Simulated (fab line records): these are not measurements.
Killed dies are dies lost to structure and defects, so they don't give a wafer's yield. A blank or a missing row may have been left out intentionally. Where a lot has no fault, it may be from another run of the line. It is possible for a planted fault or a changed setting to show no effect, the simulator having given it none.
fab line records	flow nand-harc
record lots=24	wafers=72	last-day=34
route steps=1302 shown A_CONTACT@1059 A_BLC@1128
lots that met no fault: from a run of the same line without faults
start-h: hours from the record's opening day to when the first of the lot's shown wafers began	wait-h: how many hours have passed since the lot's step before this one	" as in the row above	L1.1+2: one row covering several wafers at once	- no value, or no start was given	* or withheld: withheld	< > ~ a bound
route shown NAME@n: NAME is a module with steps in the file, n the number in the route of the first one	usual: mean/standard deviation taken from wafers without a fault	same: alike in all rows	chamber/n: place in a boat	sites: readings site by site	_std_site: standard deviation across them	_edge_site: inner sites' mean taken away from outer sites' mean	radius-mm: for every site, how far away it sits from the centre of the wafer	mask NAME#n: copy n	behind: the tool/chamber that last shaped the wafer	hold: cause of the lot's hold/its duration in hours/its outcome	device: which transistor (n, p or np) failed to switch	end of line: the route-end tests of the same wafers	a step given without rows: its recipe and nothing more	killed: count of dies lost to structure and defects at first sort (not the wafer's yield)	map: a wafer's dies, marking killed ones x, the rest . and places with no die _
set.NAME: the setting the step ran with; set.NAME@STEP: the setting that earlier step ran with	model.NAME: the simulator's own value behind a step, which no gauge read
one table for each step of the route and one row for each wafer, over a sample of lots
services: from which hour (start-h, from the record's first day; less than 0 if before it) a tool's chamber was out of use, for how many hours, and why
## steps
# step NHARC_A_CONTACT_CD_MEAS_80
# usual cd-nm=289.3/0.64
lot.wafer	tool	chamber	start-h	wait-h	cd-nm
L074.4	cd-sem-03	-	505.32	-	289.7
L074.5	"	-	"	"	289.8
L074.6	"	-	"	"	289.7
L076.1	cd-sem-01	-	517.42	-	288.5
L076.2	"	-	"	"	289.1
L076.5	"	-	"	"	289.2
L075.1	cd-sem-02	-	518.32	-	289.0
L075.5	"	-	"	"	289.6
L075.6	"	-	"	"	288.1
L078.1	cd-sem-01	-	526.59	-	289.3
L078.3	"	-	"	"	290.2
L078.6	"	-	"	"	289.5
L077.1	cd-sem-03	-	536.16	-	290.9
L077.4	"	-	"	"	290.5
L077.6	"	-	"	"	290.2
L079.1	cd-sem-02	-	536.86	-	290.5
L079.3	"	-	"	"	290.6
L079.5	"	-	"	"	289.9
L081.1	cd-sem-03	-	551.68	-	288.7
L081.3	"	-	"	"	288.7
L081.5	"	-	"	"	288.6
L080.2	cd-sem-01	-	556.95	-	288.6
L080.3	"	-	"	"	289.3
L080.6	"	-	"	"	289.5
L083.1	cd-sem-01	-	579.99	-	289.7
L083.2	"	-	"	"	290.0
L083.4	"	-	"	"	290.1
L082.2	cd-sem-02	-	584.93	-	288.8
L082.4	"	-	"	"	288.8
L082.5	"	-	"	"	288.1
L085.3	cd-sem-02	-	601.66	-	289.7
L085.5	"	-	"	"	289.5
L085.6	"	-	"	"	289.9
L084.2	cd-sem-02	-	601.99	-	290.1
L084.5	"	-	"	"	288.9
L084.6	"	-	"	"	290.2
L087.1	cd-sem-02	-	631.77	-	289.4
L087.5	"	-	"	"	290.0
L087.6	"	-	"	"	289.7
L086.2	cd-sem-03	-	632.86	-	289.2
L086.5	"	-	"	"	288.3
L086.6	"	-	"	"	289.5
L088.3	cd-sem-03	-	649.87	-	289.7
L088.5	"	-	"	"	289.4
L088.6	"	-	"	"	289.5
L091.1	cd-sem-01	-	654.58	-	287.9
L091.3	"	-	"	"	288.7
L091.5	"	-	"	"	289.1
L090.1	cd-sem-03	-	655.69	-	289.1
L090.2	"	-	"	"	289.6
L090.6	"	-	"	"	288.8
L089.1	cd-sem-03	-	657.64	-	289.5
L089.3	"	-	"	"	289.3
L089.5	"	-	"	"	288.9
L092.2	cd-sem-01	-	677.20	-	289.2
L092.3	"	-	"	"	288.6
L092.4	"	-	"	"	288.6
L093.2	cd-sem-03	-	703.08	-	288.7
L093.5	"	-	"	"	289.2
L093.6	"	-	"	"	289.7
L095.1	cd-sem-03	-	703.42	-	289.4
L095.3	"	-	"	"	289.7
L095.6	"	-	"	"	289.0
L094.2	cd-sem-03	-	708.57	-	289.1
L094.4	"	-	"	"	288.9
L094.5	"	-	"	"	288.4
L096.1	cd-sem-01	-	721.33	-	289.4
L096.2	"	-	"	"	289.2
L096.3	"	-	"	"	287.9
L097.1	cd-sem-02	-	751.05	-	289.7
L097.2	"	-	"	"	290.1
L097.3	"	-	"	"	290.2
# step NHARC_A_CONTACT_ETCH_106
# recipe target-depth-a=900	overetch-a=90	time-s=49.5	ion-energy-ev=100	cf4-flow-sccm=80	o2-flow-sccm=20	ar-flow-sccm=0	rf-w=300	bias-w=100	chemistry=CF4/O2
# usual bias-w=99.97/0.27	drypump-motor-current-A=5.67/0.19	oes_o_777_au=1.000/0.0042	oes-product-au=0.999/0.0089	rf-vpp-V=197.5/1.6	showerhead-plenum-p-Torr=1.32/0.071	throttle-valve-pct=13.396/0.0095
lot.wafer	tool	chamber	start-h	wait-h	bias-w	drypump-motor-current-A	oes_o_777_au	oes-product-au	rf-hours-counter-h	rf-vpp-V	showerhead-plenum-p-Torr	throttle-valve-pct
L074.4	rie-diel-05	0	505.61	0.1	99.81	5.47	1.003	0.999	12	197.0	1.33	13.390
L074.5	"	2	"	"	100.34	5.71	0.999	0.990	-	195.2	1.23	13.408
L074.6	"	3	"	"	99.70	5.64	0.995	0.998	-	196.3	1.26	13.406
L076.1	rie-diel-05	1	517.84	0.1	100.30	5.43	0.994	0.983	16	199.4	1.38	13.390
L076.2	"	2	"	"	99.87	5.72	0.997	1.008	14	195.0	1.23	13.392
L076.5	"	2	"	"	100.01	5.69	1.001	1.007	-	198.1	1.23	13.410
L075.1	rie-diel-05	2	518.62	0.1	100.21	5.71	1.007	0.990	14	194.3	1.23	13.408
L075.5	"	2	"	"	100.40	5.72	0.997	0.998	-	195.1	1.23	13.391
L075.6	"	3	"	"	100.30	5.66	1.000	0.995	-	195.9	1.26	13.388
L078.1	rie-diel-08	1	526.89	0.1	100.30	5.49	1.001	1.013	50	199.0	1.42	13.406
L078.3	"	2	"	"	99.91	5.87	0.993	0.999	49	194.4	1.26	13.402
L078.6	"	3	"	"	99.92	5.94	1.002	0.990	-	197.0	1.29	13.401
L077.4	rie-diel-05	1	536.46	0.1	100.18	5.42	1.003	0.981	19	200.2	1.38	13.393
L077.1	"	2	"	"	100.41	5.70	1.003	1.008	17	195.4	1.23	13.393
L077.6	"	0	"	"	100.44	5.49	0.999	1.003	-	197.9	1.33	13.391
L079.1	rie-diel-08	0	537.29	0.1	100.04	5.75	1.001	0.991	53	194.0	1.23	13.389
L079.3	"	1	"	"	99.92	5.50	1.007	1.008	55	199.0	1.42	13.394
L079.5	"	2	"	"	100.57	5.81	1.001	1.003	-	196.8	1.26	13.385
L081.1	rie-diel-05	3	551.98	0.1	100.38	5.65	0.997	1.005	18	195.3	1.26	13.395
L081.3	"	1	"	"	99.79	5.43	1.002	0.983	20	198.4	1.38	13.383
L081.5	"	3	"	"	100.71	5.66	1.003	0.990	-	195.9	1.26	13.395
L080.3	rie-diel-05	0	557.26	0.1	99.86	5.50	0.999	0.997	22	197.4	1.33	13.386
L080.2	"	2	"	"	99.94	5.70	1.001	1.011	20	195.5	1.23	13.392
L080.6	"	3	"	"	99.50	5.63	0.994	0.991	-	196.7	1.26	13.390
L083.1	rie-diel-08	0	580.28	0.1	100.05	5.74	1.004	0.997	7	199.1	1.44	13.413
L083.4	"	1	"	"	100.09	5.49	0.999	1.002	8	200.0	1.42	13.378
L083.2	"	2	"	"	99.45	5.86	0.998	1.003	5	195.8	1.26	13.409
L082.2	rie-diel-01	3	585.22	0.1	100.02	5.64	1.007	0.988	7	195.6	1.27	13.389
L082.4	"	0	"	"	100.23	5.45	1.001	1.005	7	196.1	1.29	13.397
L082.5	"	3	"	"	100.18	5.65	0.998	0.996	-	197.0	1.27	13.412
L085.3	rie-diel-08	3	601.97	0.1	100.01	5.94	1.001	1.004	15	197.2	1.29	13.389
L085.5	"	0	"	"	99.60	5.72	0.999	0.993	-	200.0	1.44	13.389
L085.6	"	1	"	"	99.89	5.48	0.994	1.002	-	197.9	1.41	13.404
L084.2	rie-diel-05	1	602.29	0.1	99.56	5.41	1.002	0.990	1	199.0	1.38	13.402
L084.5	"	0	"	"	99.68	5.48	0.994	0.993	-	198.3	1.33	13.388
L084.6	"	1	"	"	99.89	5.42	0.997	0.988	-	197.2	1.38	13.380
L087.1	rie-diel-08	2	632.06	0.1	99.94	5.84	1.003	0.985	23	196.0	1.25	13.389
L087.5	"	2	"	"	100.16	5.86	0.991	0.993	-	196.6	1.25	13.403
L087.6	"	3	"	"	100.13	5.91	0.999	0.999	-	196.7	1.29	13.386
L086.2	rie-diel-08	2	633.15	0.1	99.66	5.84	0.998	0.997	24	197.2	1.25	13.407
L086.6	"	2	"	"	100.01	5.86	1.004	1.000	-	197.3	1.25	13.388
L086.5	"	3	"	"	100.11	5.95	0.997	1.004	-	196.2	1.29	13.390
L088.3	rie-diel-08	3	650.18	0.1	100.01	5.87	1.004	1.004	27	197.2	1.29	13.383
L088.6	"	0	"	"	99.69	5.73	0.999	1.010	-	200.3	1.44	13.400
L088.5	"	1	"	"	99.97	5.48	1.003	1.017	-	198.5	1.41	13.394
L091.1	rie-diel-05	2	654.92	0.1	99.80	5.71	1.004	1.009	12	200.7	1.44	13.373
L091.3	"	0	"	"	100.06	5.52	0.996	0.998	12	196.3	1.32	13.398
L091.5	"	2	"	"	99.81	5.70	1.003	1.016	-	200.8	1.44	13.373
L090.1	rie-diel-08	3	656.04	0.1	100.05	5.92	0.998	0.986	29	196.0	1.29	13.392
L090.2	"	0	"	"	99.40	5.73	0.998	0.997	30	199.6	1.44	13.389
L090.6	"	3	"	"	100.01	5.93	0.998	0.998	-	197.4	1.29	13.410
L089.1	rie-diel-01	0	657.96	0.1	100.20	5.42	1.002	0.997	33	196.8	1.29	13.405
L089.3	"	1	"	"	100.52	6.10	1.004	0.994	36	197.4	1.29	13.409
L089.5	"	3	"	"	100.00	5.64	1.004	1.000	-	196.4	1.27	13.410
L092.3	rie-diel-05	0	677.50	0.1	99.65	5.46	0.999	1.005	16	197.7	1.32	13.396
L092.4	"	1	"	"	99.72	5.42	0.998	1.001	13	199.1	1.37	13.393
L092.2	"	2	"	"	100.20	5.71	0.996	1.014	15	199.9	1.44	13.404
L093.2	rie-diel-05	0	703.43	0.1	99.80	5.50	1.003	1.003	20	198.8	1.32	13.399
L093.6	"	2	"	"	99.57	5.71	1.005	1.006	-	199.4	1.44	13.387
L093.5	"	3	"	"	99.71	5.65	0.996	0.997	-	196.9	1.25	13.396
L095.3	rie-diel-01	0	703.72	0.1	99.74	5.48	0.996	0.996	50	197.3	1.28	13.393
L095.1	"	3	"	"	100.08	5.63	0.998	0.989	48	196.2	1.27	13.394
L095.6	"	0	"	"	100.00	5.48	1.000	0.999	-	196.6	1.28	13.393
L094.4	rie-diel-05	1	708.86	0.1	100.25	5.41	1.002	0.991	19	197.9	1.37	13.401
L094.2	"	2	"	"	100.07	5.72	0.997	1.002	22	199.9	1.44	13.401
L094.5	"	0	"	"	99.52	5.50	1.009	1.010	-	197.4	1.32	13.397
L096.3	rie-diel-05	2	721.63	0.1	100.25	5.68	1.003	1.004	23	200.2	1.44	13.411
L096.1	"	0	"	"	99.70	5.46	1.004	1.010	22	197.7	1.32	13.394
L096.2	"	1	"	"	99.99	5.40	0.994	0.997	20	199.3	1.37	13.381
L097.2	rie-diel-08	1	751.34	0.1	99.49	5.50	1.000	1.006	4	198.2	1.40	13.390
L097.3	"	3	"	"	99.48	5.96	1.000	1.007	5	198.8	1.28	13.396
L097.1	"	0	"	"	100.47	5.73	1.005	1.005	5	199.8	1.43	13.404
# step NHARC_A_CONTACT_DEP_84
# recipe target-thk-a=28000	temp-c=400	material=aC
# usual susceptor-temp-C=400.04/0.21	throttle-valve-pct=34.999/0.0097
lot.wafer	tool	chamber	start-h	wait-h	susceptor-temp-C	throttle-valve-pct
L074.4	acl-dep-03	0	507.12	-	399.89	35.000
L074.5	"	0	"	"	400.06	35.002
L074.6	"	0	"	"	399.60	34.997
L076.1	acl-dep-02	0	518.88	-	-	34.988
L076.2	"	0	"	"	-	35.004
L076.5	"	0	"	"	-	34.998
L075.1	acl-dep-03	0	521.50	-	-	34.995
L075.5	"	0	522.64	-	-	35.020
L075.6	"	0	"	"	-	35.002
L078.1	acl-dep-01	0	531.00	-	400.10	34.993
L078.3	"	0	"	"	399.97	34.987
L078.6	"	0	"	"	399.78	35.011
L077.1	acl-dep-02	0	538.12	-	-	34.993
L077.4	"	0	"	"	-	34.988
L077.6	"	0	"	"	-	34.998
L079.1	acl-dep-03	0	539.82	-	-	35.005
L079.3	"	0	"	"	-	34.981
L079.5	"	0	"	"	-	34.990
L081.1	acl-dep-03	0	552.70	-	-	35.002
L081.3	"	0	"	"	-	34.980
L081.5	"	0	"	"	-	35.005
L080.2	acl-dep-02	0	558.55	-	-	35.012
L080.3	"	0	"	"	-	34.998
L080.6	"	0	"	"	-	35.002
L083.1	acl-dep-01	0	580.94	-	399.92	35.000
L083.2	"	0	"	"	400.34	34.997
L083.4	"	0	"	"	400.48	35.003
L082.2	acl-dep-03	0	586.17	-	399.95	34.998
L082.4	"	0	"	"	400.35	34.999
L082.5	"	0	"	"	400.06	35.006
L085.3	acl-dep-01	0	604.04	-	400.24	35.003
L085.5	"	0	"	"	399.71	34.995
L085.6	"	0	"	"	400.08	35.017
L084.2	acl-dep-02	0	604.11	-	399.99	34.999
L084.5	"	0	"	"	399.80	34.991
L084.6	"	0	"	"	399.95	34.996
L087.1	acl-dep-01	0	633.70	-	400.05	34.983
L087.5	"	0	634.85	-	399.90	35.004
L087.6	"	0	"	"	400.09	34.994
L086.2	acl-dep-03	0	634.22	-	-	34.999
L086.5	"	0	"	"	-	34.988
L086.6	"	0	"	"	-	34.996
L088.3	acl-dep-01	0	652.26	-	400.07	34.975
L088.5	"	0	"	"	399.84	35.001
L088.6	"	0	"	"	400.04	35.000
L091.1	acl-dep-01	0	655.64	-	-	35.019
L091.3	"	0	"	"	-	34.995
L091.5	"	0	"	"	-	35.008
L090.1	acl-dep-01	0	657.35	-	400.58	35.007
L090.2	"	0	"	"	399.83	35.005
L090.6	"	0	658.79	-	400.06	34.995
L089.1	acl-dep-01	0	660.97	-	-	34.992
L089.3	"	0	"	"	-	34.987
L089.5	"	0	"	"	-	34.989
L092.2	acl-dep-03	0	678.45	-	400.21	35.003
L092.3	"	0	"	"	400.35	35.006
L092.4	"	0	"	"	399.99	35.011
L093.2	acl-dep-01	0	704.36	-	-	34.995
L093.5	"	0	"	"	-	35.011
L093.6	"	0	"	"	-	35.021
L095.1	acl-dep-02	0	704.40	-	400.27	34.992
L095.3	"	0	"	"	400.08	35.006
L095.6	"	0	"	"	399.72	34.992
L094.2	acl-dep-03	0	709.82	-	400.17	35.000
L094.4	"	0	"	"	399.89	35.002
L094.5	"	0	"	"	400.14	34.987
L096.1	acl-dep-03	0	722.29	-	399.86	34.981
L096.2	"	0	"	"	399.92	35.008
L096.3	"	0	"	"	399.79	34.999
L097.1	acl-dep-03	0	752.00	-	400.21	35.001
L097.2	"	0	"	"	400.18	34.969
L097.3	"	0	"	"	399.70	34.985
# step NHARC_A_CONTACT_ETCH_30
# recipe target-depth-a=726	time-s=36.3	cf4-flow-sccm=100	chf3-flow-sccm=30	ar-flow-sccm=0	rf-w=500	bias-w=200	chemistry=CF4/CHF3
# usual bias-w=200.0/0.68	drypump-motor-current-A=5.69/0.22	oes-product-au=0.936/0.023	rf-vpp-V=369.8/2.7	showerhead-plenum-p-Torr=1.55/0.078	throttle-valve-pct=16.803/0.0087
lot.wafer	tool	chamber	start-h	wait-h	bias-w	drypump-motor-current-A	oes-product-au	rf-hours-counter-h	rf-vpp-V	showerhead-plenum-p-Torr	throttle-valve-pct
L074.4	rie-diel-01	2	-	-	199.3	6.09	0.926	39	368.4	1.50	16.800
L074.5	"	3	"	"	201.0	5.67	0.930	-	367.7	1.51	16.792
L074.6	"	0	"	"	199.3	5.45	0.918	-	369.0	1.53	16.800
L076.1	rie-diel-05	2	-	-	200.2	5.73	0.924	15	366.2	1.46	16.809
L076.2	"	3	"	"	200.4	5.66	0.910	14	367.9	1.49	16.787
L076.5	"	1	"	"	200.0	5.44	0.909	-	372.6	1.62	16.805
L075.1	rie-diel-08	1	-	-	199.7	5.48	0.942	50	373.9	1.67	16.815
L075.5	"	1	"	"	199.3	5.50	0.936	-	373.8	1.67	16.802
L075.6	"	2	"	"	199.0	5.81	0.928	-	367.0	1.49	16.810
L078.3	rie-diel-01	1	-	-	200.3	6.09	0.922	58	366.9	1.54	16.801
L078.1	"	2	"	"	200.1	6.08	0.920	49	367.8	1.49	16.795
L078.6	"	2	"	"	200.1	6.10	0.928	-	368.8	1.49	16.805
L077.1	rie-diel-05	1	-	-	200.7	5.42	0.914	20	371.3	1.62	16.818
L077.4	"	2	"	"	200.1	5.69	0.929	18	366.3	1.46	16.813
L077.6	"	0	"	"	199.3	5.47	0.932	-	370.8	1.57	16.813
L079.1	rie-diel-08	2	-	-	199.0	5.86	0.930	56	366.3	1.49	16.800
L079.3	"	0	"	"	200.3	5.75	0.922	54	367.1	1.46	16.795
L079.5	"	2	"	"	198.1	5.84	0.920	-	368.2	1.49	16.820
L081.3	rie-diel-05	1	-	-	199.3	5.43	0.922	21	372.3	1.62	16.811
L081.1	"	2	"	"	200.2	5.68	0.931	19	366.2	1.46	16.811
L081.5	"	2	"	"	199.5	5.70	0.933	-	367.0	1.46	16.800
L080.2	rie-diel-05	2	-	-	198.9	5.74	0.920	20	366.8	1.46	16.789
L080.3	"	0	"	"	200.1	5.50	0.923	22	370.1	1.57	16.799
L080.6	"	2	"	"	199.8	5.75	0.928	-	365.9	1.46	16.796
L083.2	rie-diel-05	2	-	-	199.3	5.74	0.966	23	365.8	1.46	16.812
L083.1	"	0	"	"	199.7	5.52	0.956	24	371.0	1.57	16.802
L083.4	"	1	"	"	200.8	5.43	0.948	24	372.8	1.62	16.811
L082.4	rie-diel-01	3	-	-	200.9	5.69	0.918	9	367.2	1.50	16.795
L082.2	"	1	"	"	200.2	6.10	0.938	12	368.6	1.53	16.809
L082.5	"	2	"	"	200.9	6.11	0.921	-	367.4	1.49	16.785
L085.3	rie-diel-05	3	-	-	199.0	5.64	0.975	2	368.6	1.48	16.791
L085.5	"	2	"	"	200.6	5.70	1.007	-	376.1	1.70	16.809
L085.6	"	3	"	"	200.1	5.65	0.984	-	367.6	1.48	16.787
L084.2	rie-diel-01	3	-	-	199.9	5.68	0.971	14	368.4	1.50	16.794
L084.6	"	3	"	"	199.6	5.71	0.977	-	367.7	1.50	16.801
L084.5	"	0	"	"	200.3	5.48	0.989	-	368.4	1.52	16.815
L087.1	rie-diel-05	0	-	-	201.1	5.47	0.958	7	371.5	1.56	16.794
L087.6	"	1	"	"	199.8	5.44	0.980	-	371.7	1.62	16.794
L087.5	"	2	"	"	200.5	5.72	0.994	-	374.8	1.70	16.787
L086.2	rie-diel-08	0	-	-	199.4	5.76	0.926	26	375.2	1.69	16.808
L086.6	"	1	"	"	200.4	5.46	0.939	-	374.1	1.66	16.811
L086.5	"	2	"	"	199.7	5.83	0.913	-	367.4	1.48	16.807
L088.3	rie-diel-08	3	-	-	200.3	5.94	0.926	28	368.2	1.52	16.809
L088.6	"	3	"	"	200.6	5.91	0.927	-	368.5	1.52	16.816
L088.5	"	0	"	"	199.6	5.76	0.922	-	374.2	1.69	16.808
L091.1	rie-diel-05	1	-	-	199.0	5.42	0.921	10	372.6	1.62	16.797
L091.3	"	2	"	"	199.1	5.69	0.929	13	373.6	1.70	16.799
L091.5	"	1	"	"	199.7	5.44	0.921	-	372.2	1.62	16.805
L090.2	rie-diel-05	2	-	-	199.6	5.68	0.991	13	372.3	1.70	16.801
L090.1	"	0	"	"	200.3	5.45	0.967	13	370.8	1.56	16.802
L090.6	"	2	"	"	199.2	5.73	0.990	-	373.7	1.70	16.808
L089.3	rie-diel-08	0	-	-	201.4	5.73	0.932	31	373.8	1.69	16.794
L089.1	"	1	"	"	199.2	5.50	0.936	32	374.0	1.66	16.806
L089.5	"	0	"	"	199.7	5.77	0.923	-	374.0	1.69	16.806
L092.4	rie-diel-05	2	-	-	199.1	5.71	0.947	16	373.6	1.70	16.809
L092.2	"	3	"	"	199.7	5.65	0.929	14	367.9	1.48	16.804
L092.3	"	0	"	"	199.7	5.50	0.935	16	369.1	1.56	16.799
L095.3	rie-diel-01	1	-	-	200.1	6.08	0.923	51	368.5	1.52	16.796
L095.1	"	2	"	"	199.2	6.09	0.914	56	367.6	1.48	16.813
L095.6	"	2	"	"	199.9	6.10	0.917	-	367.6	1.48	16.813
L093.2	rie-diel-08	2	-	-	200.9	5.84	0.911	43	366.9	1.47	16.796
L093.5	"	3	"	"	200.4	5.92	0.920	-	368.6	1.51	16.798
L093.6	"	0	"	"	200.3	5.75	0.920	-	374.0	1.69	16.800
L094.4	rie-diel-01	0	-	-	199.7	5.42	0.922	52	366.8	1.51	16.806
L094.2	"	2	"	"	199.9	6.08	0.915	58	367.5	1.48	16.793
L094.5	"	3	"	"	200.6	5.69	0.923	-	367.0	1.49	16.814
L096.3	rie-diel-05	1	-	-	200.3	5.44	0.924	20	372.0	1.62	16.794
L096.1	"	2	"	"	199.9	5.71	0.950	23	374.7	1.69	16.798
L096.2	"	0	"	"	199.3	5.45	0.939	22	369.5	1.56	16.800
L097.3	rie-diel-01	0	-	-	200.4	5.48	0.937	8	367.6	1.51	16.801
L097.1	"	2	"	"	199.9	6.12	0.957	5	367.4	1.48	16.787
L097.2	"	3	"	"	200.3	5.65	0.931	7	366.7	1.49	16.798
# step NHARC_A_CONTACT_INSPECT_23
# usual raw-defect-count=529/130
lot.wafer	tool	chamber	start-h	wait-h	raw-defect-count
L074.4	defect-inspect-01	-	514.89	0.1	458
L074.5	"	-	"	"	636
L074.6	"	-	"	"	509
L076.1	defect-inspect-01	-	527.06	0.1	583
L076.2	"	-	"	"	551
L076.5	"	-	"	"	421
L075.1	defect-inspect-01	-	529.62	0.1	382
L075.5	"	-	"	"	430
L075.6	"	-	"	"	398
L078.1	defect-inspect-01	-	539.27	0.1	637
L078.3	"	-	"	"	479
L078.6	"	-	"	"	686
L077.1	defect-inspect-02	-	546.47	0.1	684
L077.4	"	-	"	"	568
L077.6	"	-	"	"	488
L079.1	defect-inspect-02	-	548.09	0.1	480
L079.3	"	-	"	"	507
L079.5	"	-	"	"	398
L081.1	defect-inspect-01	-	560.98	0.1	511
L081.3	"	-	"	"	451
L081.5	"	-	"	"	421
L080.2	defect-inspect-02	-	566.63	0.1	415
L080.3	"	-	"	"	584
L080.6	"	-	"	"	343
L083.1	defect-inspect-01	-	589.63	0.1	428
L083.2	"	-	"	"	427
L083.4	"	-	"	"	455
L082.2	defect-inspect-02	-	595.78	0.1	518
L082.4	"	-	"	"	591
L082.5	"	-	"	"	401
L084.2	defect-inspect-02	-	612.23	0.1	351
L084.5	"	-	"	"	397
L084.6	"	-	"	"	362
L085.3	defect-inspect-01	-	613.25	0.1	529
L085.5	"	-	"	"	516
L085.6	"	-	"	"	476
L086.2	defect-inspect-01	-	642.23	0.1	398
L086.5	"	-	"	"	506
L086.6	"	-	"	"	611
L087.1	defect-inspect-01	-	642.98	0.1	321
L087.5	"	-	"	"	530
L087.6	"	-	"	"	365
L088.3	defect-inspect-02	-	660.04	0.1	731
L088.5	"	-	"	"	624
L088.6	"	-	"	"	637
L091.1	defect-inspect-02	-	663.81	0.1	475
L091.3	"	-	"	"	454
L091.5	"	-	"	"	493
L090.1	defect-inspect-01	-	665.51	0.1	751
L090.2	"	-	"	"	878
L090.6	"	-	"	"	937
L089.1	defect-inspect-02	-	671.98	0.1	461
L089.3	"	-	"	"	957
L089.5	"	-	"	"	810
L092.2	defect-inspect-01	-	686.56	0.1	487
L092.3	"	-	"	"	702
L092.4	"	-	"	"	506
L095.1	defect-inspect-02	-	712.73	0.1	518
L095.3	"	-	"	"	424
L095.6	"	-	"	"	485
L093.2	defect-inspect-01	-	712.73	0.1	547
L093.5	"	-	"	"	488
L093.6	"	-	"	"	478
L094.2	defect-inspect-02	-	717.88	0.1	518
L094.4	"	-	"	"	687
L094.5	"	-	"	"	508
L096.1	defect-inspect-02	-	730.58	0.1	631
L096.2	"	-	"	"	536
L096.3	"	-	"	"	559
L097.1	defect-inspect-02	-	770.77	0.1	783
L097.2	"	-	"	"	466
L097.3	"	-	"	"	786
# step NHARC_A_BLC_DEGAS_30
# recipe temp-c=300	time-s=60
# usual heater-power-w=457/47	susceptor-temp-C=300.04/0.17
lot.wafer	tool	chamber	start-h	wait-h	heater-power-w	susceptor-temp-C
L074.4	pvd-sputter-01	-	517.05	-	509	299.89
L074.5	"	-	"	"	514	300.14
L074.6	"	-	"	"	576	300.00
L076.2	pvd-sputter-01	-	529.20	-	566	300.26
L076.1	"	-	"	"	456	299.81
L076.5	"	-	"	"	520	300.11
L075.1	pvd-sputter-02	-	531.92	-	432	-
L075.5	"	-	"	"	393	-
L075.6	"	-	"	"	428	-
L078.1	pvd-sputter-02	-	541.41	-	477	299.94
L078.3	"	-	"	"	394	299.71
L078.6	"	-	"	"	460	299.81
L077.1	pvd-sputter-02	-	548.61	-	441	300.04
L077.4	"	-	"	"	450	300.03
L077.6	"	-	"	"	447	299.98
L079.3	pvd-sputter-02	-	550.23	-	397	299.96
L079.1	"	-	"	"	416	299.88
L079.5	"	-	"	"	394	300.00
L081.1	pvd-sputter-01	-	563.14	-	567	299.87
L081.3	"	-	"	"	443	300.37
L081.5	"	-	"	"	526	300.19
L080.2	pvd-sputter-02	-	568.91	-	394	-
L080.3	"	-	"	"	418	-
L080.6	"	-	"	"	446	-
L083.2	pvd-sputter-02	-	591.77	-	396	300.27
L083.1	"	-	"	"	445	299.83
L083.4	"	-	"	"	464	300.23
L082.2	pvd-sputter-02	-	601.93	-	418	299.91
L082.4	"	-	"	"	474	300.22
L082.5	"	-	"	"	382	300.07
L084.2	pvd-sputter-02	-	614.36	-	426	300.14
L084.5	"	-	"	"	432	300.37
L084.6	"	-	"	"	442	299.99
L085.3	pvd-sputter-03	-	615.54	-	428	299.98
L085.6	"	-	"	"	445	299.88
L085.5	"	-	"	"	526	300.32
L086.2	pvd-sputter-03	-	644.52	-	442	300.21
L086.6	"	-	"	"	518	299.98
L086.5	"	-	"	"	452	300.17
L087.1	pvd-sputter-01	-	645.24	-	461	300.13
L087.6	"	-	"	"	466	300.37
L087.5	"	-	"	"	475	300.03
L088.3	pvd-sputter-03	-	662.32	-	449	299.67
L088.6	"	-	"	"	520	300.21
L088.5	"	-	"	"	462	299.91
L091.1	pvd-sputter-01	-	666.07	-	482	299.80
L091.3	"	-	"	"	518	299.96
L091.5	"	-	"	"	476	299.87
L090.1	pvd-sputter-02	-	667.78	-	405	299.88
L090.2	"	-	"	"	402	299.85
L090.6	"	-	"	"	478	300.30
L089.3	pvd-sputter-03	-	674.13	-	419	299.71
L089.1	"	-	"	"	446	300.07
L089.5	"	-	"	"	453	299.99
L092.2	pvd-sputter-02	-	688.71	-	382	299.90
L092.4	"	-	"	"	404	300.23
L092.3	"	-	"	"	431	299.94
L095.1	pvd-sputter-03	-	714.86	-	455	300.28
L095.3	"	-	"	"	419	299.92
L095.6	"	-	"	"	459	300.20
L093.2	pvd-sputter-02	-	715.02	-	462	300.23
L093.6	"	-	"	"	458	300.30
L093.5	"	-	"	"	390	299.84
L094.2	pvd-sputter-01	-	720.13	-	462	-
L094.4	"	-	"	"	581	-
L094.5	"	-	"	"	487	-
L096.2	pvd-sputter-03	-	733.17	-	504	300.12
L096.1	"	-	"	"	456	300.02
L096.3	"	-	"	"	438	299.98
L097.1	pvd-sputter-02	-	772.93	-	401	300.14
L097.2	"	-	"	"	409	299.73
L097.3	"	-	"	"	429	300.11
## services
tool	chamber	start-h	hours	kind
rie-diel-01	0	483.12	3.1	repair
pvd-sputter-02	-	494.27	3.0	repair
pvd-sputter-02	-	524.96	4.8	repair
pvd-sputter-01	-	531.38	3.2	repair
pvd-sputter-03	-	539.25	10.0	pm
rie-diel-08	-	549.95	9.0	pm
acl-dep-01	-	554.19	13.0	pm
rie-diel-01	-	559.61	9.0	pm
rie-diel-08	3	561.34	3.8	repair
pvd-sputter-02	-	569.64	9.8	repair
rie-diel-08	2	573.35	5.6	repair
pvd-sputter-02	-	638.00	10.0	pm
rie-diel-01	1	638.78	4.6	repair
rie-diel-05	3	646.49	9.0	repair
acl-dep-03	-	660.98	13.0	pm
rie-diel-01	3	676.45	2.4	repair
rie-diel-08	3	711.05	8.7	repair
pvd-sputter-02	-	716.29	4.6	repair
rie-diel-01	0	724.39	9.6	repair
rie-diel-08	-	726.95	9.0	pm
acl-dep-01	-	736.30	13.0	pm
rie-diel-01	-	736.61	9.0	pm
rie-diel-05	1	750.74	4.2	repair
rie-diel-05	-	761.15	9.0	pm
## key
fault none
